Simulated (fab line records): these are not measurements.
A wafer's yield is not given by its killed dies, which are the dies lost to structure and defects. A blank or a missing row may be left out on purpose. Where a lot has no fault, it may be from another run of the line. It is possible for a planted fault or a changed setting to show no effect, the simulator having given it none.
Check of tool commonality | flow n5-finfet | 33 wafers sampled across 11 lots

## WHY THIS WAS OPENED
3 of 11 lots carry a flag on the reading IOFF_N_LONG at N5_BEOL_M4_RC_MEAS_101. Wafers without a fault read 5.47e-05 nA/um, standard deviation 2.5e-06.
Rule: flag the lot when none of its wafers has a number, or when each of its wafers that has one lies beyond 4 standard deviations from that mean. All remaining lots are regarded as sound.

lot  | measured     | on        | IOFF_N_LONG (nA/um), wafer by wafer | flag
L423 | day 7 18:45  | prober-01 | 5.55e-05 5.48e-05 5.69e-05          |
L424 | day 8 05:23  | prober-02 | 5.62e-05 5.76e-05 5.74e-05          |
L427 | day 8 10:39  | prober-02 | 5.43e-05 5.66e-05 5.31e-05          |
L428 | day 9 03:45  | prober-01 | 5.39e-05 5.39e-05 5.4e-05           |
L429 | day 9 09:12  | prober-01 | 5.5e-05 5.6e-05 5.6e-05             |
L431 | day 9 21:40  | prober-01 | 5.43e-05 5.24e-05 5.34e-05          |
L435 | day 10 23:28 | prober-02 | 5.28e-05 5.2e-05 5.58e-05           |
L437 | day 11 09:07 | prober-01 | 5.49e-05 5.45e-05 5.57e-05          |
L443 | day 12 17:15 | prober-02 | 7.46e-05 7.12e-05 7.23e-05          | FLAGGED
L442 | day 12 23:50 | prober-02 | 6.83e-05 6.8e-05 6.68e-05           | FLAGGED
L444 | day 13 04:50 | prober-01 | 7.65e-05 7.82e-05 7.58e-05          | FLAGGED
The numbers of the flagged lots are 7.24e-05 nA/um on average: +1.77e-05 nA/um against the usual, or +7 standard deviations.

## TOOL THAT RAN EACH LOT
The record keeps 1 process step preceding the reading, out of 1938 steps on the route. Cell contents, in order: the tool; ch with the chambers the sampled wafers went through; the start.
lot  | flag    | N5_SD_EPI_N_WET_ETCH_43
L423 |         | wet-bench-04 ch 1,4,5, day 3 02:59
L424 |         | wet-bench-04 ch 3,4,5, day 3 10:16
L427 |         | wet-bench-04 ch 1,2,7, day 4 01:45
L428 |         | wet-bench-01 ch 1,4,7, day 4 09:45
L429 |         | wet-bench-02 ch 4,5,6, day 4 13:48
L431 |         | wet-bench-01 ch 0,3,7, day 5 00:20
L435 |         | wet-bench-01 ch 0,1,2, day 6 10:37
L437 |         | wet-bench-02 ch 3,5,7, day 6 16:31
L443 | FLAGGED | wet-bench-02 ch 0,3,7, day 8 02:49
L442 | FLAGGED | wet-bench-02 ch 1,6,7, day 7 19:47
L444 | FLAGGED | wet-bench-02 ch 0,3,6, day 8 09:44
What is done by these steps:
- N5_SD_EPI_N_WET_ETCH_43: etches SiO2 in dHF, time 14 s, target depth 1.5 nm.
- N5_BEOL_M4_RC_MEAS_101

## FLAGGED AGAINST TOTAL, ONE TOOL AT A TIME (gauges that did the reading follow at the end)
step                    | tool         | lots run | flagged | share of the flagged lots | sound lots run after its first flagged lot
N5_SD_EPI_N_WET_ETCH_43 | wet-bench-01 | 3        | 0       | none                      | -
N5_SD_EPI_N_WET_ETCH_43 | wet-bench-02 | 5        | 3       | all                       | 0
N5_SD_EPI_N_WET_ETCH_43 | wet-bench-04 | 3        | 0       | none                      | -
N5_BEOL_M4_RC_MEAS_101  | prober-01    | 6        | 1       | some                      | 0
N5_BEOL_M4_RC_MEAS_101  | prober-02    | 5        | 2       | some                      | 0

## WHAT IS ALLOWED BY THE TABLE
Rows of the table that ran each flagged lot: 1, that is wet-bench-02 at N5_SD_EPI_N_WET_ETCH_43.
- wet-bench-02 at N5_SD_EPI_N_WET_ETCH_43 ran 5 lots, 3 of them flagged. Its last sound lot is L437 (day 6 16:31), its first flagged lot L442 (day 7 19:47): a fault that began between those two fits. On the flagged lots its readings are blank where sound lots have values: temp-c.
What remains is a single tool, wet-bench-02 at N5_SD_EPI_N_WET_ETCH_43.

## WHAT WAS PUT IN BY THE SIMULATOR
At N5_SD_EPI_N_WET_ETCH_43, the step was skipped entirely on wet-bench-02 from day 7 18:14 on. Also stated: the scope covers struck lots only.
Lots struck among those shown: L443, L442, L444. Same finding as the rule above.
